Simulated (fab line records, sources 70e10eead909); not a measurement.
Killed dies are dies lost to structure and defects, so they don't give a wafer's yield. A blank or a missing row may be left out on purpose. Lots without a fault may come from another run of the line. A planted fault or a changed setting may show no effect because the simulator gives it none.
Which tool did it? | flow nand_harc | 12 lots, 36 wafers sampled, at 3 steps of a route of 1302

WHAT THE GAUGES READ, wafer by wafer
NHARC_A_SLIT_OVL_MEAS_10. Usual: overlay_x_nm 0.0 nm, standard deviation 0.85; overlay_y_nm -0.1 nm, standard deviation 0.7.
lot  | measured     | on         | overlay_x_nm (nm) | overlay_y_nm (nm) | flag
L455 | day 20 12:20 | overlay-01 | -0.1 0.1 0.3      | -0.5 -0.2 -0.2    |
L456 | day 20 22:31 | overlay-01 | -0.5 -1.1 -1.4    | 0.0 0.4 0.2       |
L458 | day 21 08:26 | overlay-01 | -0.8 -1.0 -0.9    | -0.6 -0.4 -0.2    |
L457 | day 21 10:15 | overlay-01 | -0.8 -1.0 -0.7    | -0.3 0.1 -0.6     |
L459 | day 21 12:18 | overlay-02 | 1.7 0.8 1.4       | 0.8 0.6 1.1       |
L461 | day 22 10:44 | overlay-01 | -0.2 -0.3 0.1     | -0.1 0.1 0.7      |
L462 | day 23 07:55 | overlay-01 | -1.0 -1.0 -0.9    | -0.9 -1.5 -0.5    |
L464 | day 24 03:47 | overlay-01 | -0.3 -0.2 -0.8    | 0.7 0.3 0.6       |
L472 | day 26 20:42 | overlay-02 | -0.2 -0.2 0.0     | -0.1 -0.2 0.0     |
L475 | day 28 05:49 | overlay-01 | 0.5 1.3 0.4       | -0.7 -0.9 -0.6    |
L476 | day 28 06:07 | overlay-02 | -0.1 -0.5 -0.8    | 0.6 0.4 0.6       |
L477 | day 29 08:02 | overlay-02 | 1.6 2.1 1.7       | -1.6 -1.2 -1.4    |

NHARC_A_SIN_REMOVE_INSPECT_04. Usual: raw_defect_count 376, standard deviation 61.
lot  | measured     | on                | raw_defect_count | flag
L455 | day 21 05:01 | defect_inspect-01 | 346 283 445      |
L456 | day 21 11:51 | defect_inspect-02 | 360 347 257      |
L458 | day 21 21:29 | defect_inspect-02 | 400 331 381      |
L457 | day 21 23:16 | defect_inspect-01 | 366 358 436      |
L459 | day 22 02:43 | defect_inspect-01 | 508 408 401      |
L461 | day 22 23:49 | defect_inspect-01 | 324 299 284      |
L462 | day 23 20:55 | defect_inspect-01 | 349 429 359      |
L464 | day 24 16:47 | defect_inspect-01 | 368 494 346      |
L472 | day 27 09:49 | defect_inspect-01 | 377 327 411      |
L475 | day 28 19:16 | defect_inspect-02 | 408 366 382      |
L476 | day 28 19:15 | defect_inspect-01 | 279 433 355      |
L477 | day 29 21:10 | defect_inspect-02 | 399 413 355      |

WHICH TOOL RAN EACH LOT (tool, then ch and the chambers of the sampled wafers, then the start)
lot  | NHARC_A_SLIT_ETCH_24
L455 | rie_diel-02 ch 1,3, day 20 12:31
L456 | rie_diel-05 ch 0,1, day 20 22:43
L458 | rie_diel-05 ch 1,2, day 21 08:38
L457 | rie_diel-13 ch 1,2, day 21 10:26
L459 | rie_diel-13 ch 0,3, day 21 12:29
L461 | rie_diel-02 ch 0,1,2, day 22 10:56
L462 | rie_diel-05 ch 0,1,3, day 23 08:06
L464 | rie_diel-02 ch 0,1,3, day 24 03:58
L472 | rie_diel-05 ch 0,1,3, day 26 20:53
L475 | rie_diel-02 ch 1,2, day 28 06:01
L476 | rie_diel-13 ch 0,2,3, day 28 06:19
L477 | rie_diel-13 ch 1,2,3, day 29 08:13
- NHARC_A_SLIT_ETCH_24: etches the open film in CF4/CHF3, target depth 121 nm, time 60.5 s.

WHAT THE TOOLS THEMSELVES READ (means of the sampled wafers that have a number; where no wafer has one, the mark that the record gives instead)
NHARC_A_SLIT_ETCH_24. Usual: drypump_motor_current_A 5.9 A, standard deviation 0.5; mfc_ar_sccm 0.009 sccm, standard deviation 0.014; oes_product_au 0.965 a.u., standard deviation 0.025; rf_fwd_power_W 494.8 W, standard deviation 2.1; rf_vpp_V 371.2 V, standard deviation 2.2; showerhead_plenum_p_Torr 1.59 Torr, standard deviation 0.064; throttle_valve_pct 16.802 %, standard deviation 0.0087.
lot  | tool        | drypump_motor_current_A (A) | mfc_ar_sccm (sccm) | oes_product_au (a.u.) | rf_fwd_power_W (W) | rf_vpp_V (V) | showerhead_plenum_p_Torr (Torr) | throttle_valve_pct (%) | flag
L455 | rie_diel-02 | 5.4                         | 0.015              | 0.972                 | 493.3              | 369.4        | 1.52                            | 16.810                 |
L456 | rie_diel-05 | 5.4                         | 0.000              | 0.976                 | 494.3              | 373.1        | 1.64                            | 16.801                 |
L458 | rie_diel-05 | 5.9                         | 0.000              | 0.972                 | 495.8              | 373.6        | 1.67                            | 16.806                 |
L457 | rie_diel-13 | 6.0                         | 0.013              | 0.999                 | 496.3              | 372.4        | 1.58                            | 16.807                 |
L459 | rie_diel-13 | 6.2                         | 0.000              | 0.975                 | 494.0              | 371.3        | 1.58                            | 16.804                 |
L461 | rie_diel-02 | 5.8                         | 0.023              | 0.958                 | 493.9              | 369.8        | 1.56                            | 16.803                 |
L462 | rie_diel-05 | 5.9                         | 0.001              | 0.988                 | 494.5              | 372.2        | 1.63                            | 16.803                 |
L464 | rie_diel-02 | 5.7                         | 0.023              | 0.913                 | 495.2              | 369.7        | 1.52                            | 16.809                 |
L472 | rie_diel-05 | 5.9                         | 0.001              | 0.946                 | 494.8              | 372.3        | 1.63                            | 16.795                 |
L475 | rie_diel-02 | 5.5                         | 0.015              | 0.921                 | 495.8              | 371.5        | 1.61                            | 16.802                 |
L476 | rie_diel-13 | 6.0                         | 0.008              | 0.962                 | 494.5              | 371.9        | 1.60                            | 16.802                 |
L477 | rie_diel-13 | 6.1                         | 0.011              | 0.960                 | 496.8              | 371.0        | 1.57                            | 16.792                 |

THE ANSWER, worked out from the rows above alone
Rule: a lot is off if the mean of its wafers that have a number lies more than 3 standard deviations from the usual mean. A lot without any number at a reading at which 4 lots or more have one is off too. The other lots that the step has rows for count as sound. The gauges are gone through in route order, then the tools' own readings, and for those a lot's mean is taken as printed above. The first step at which some lot is off is used, and at that step the reading that is off furthest; a lot without a number counts as furthest.
No lot is off at any reading shown: from this, nothing can be told.

WHAT THE SIMULATOR HAD PUT IN
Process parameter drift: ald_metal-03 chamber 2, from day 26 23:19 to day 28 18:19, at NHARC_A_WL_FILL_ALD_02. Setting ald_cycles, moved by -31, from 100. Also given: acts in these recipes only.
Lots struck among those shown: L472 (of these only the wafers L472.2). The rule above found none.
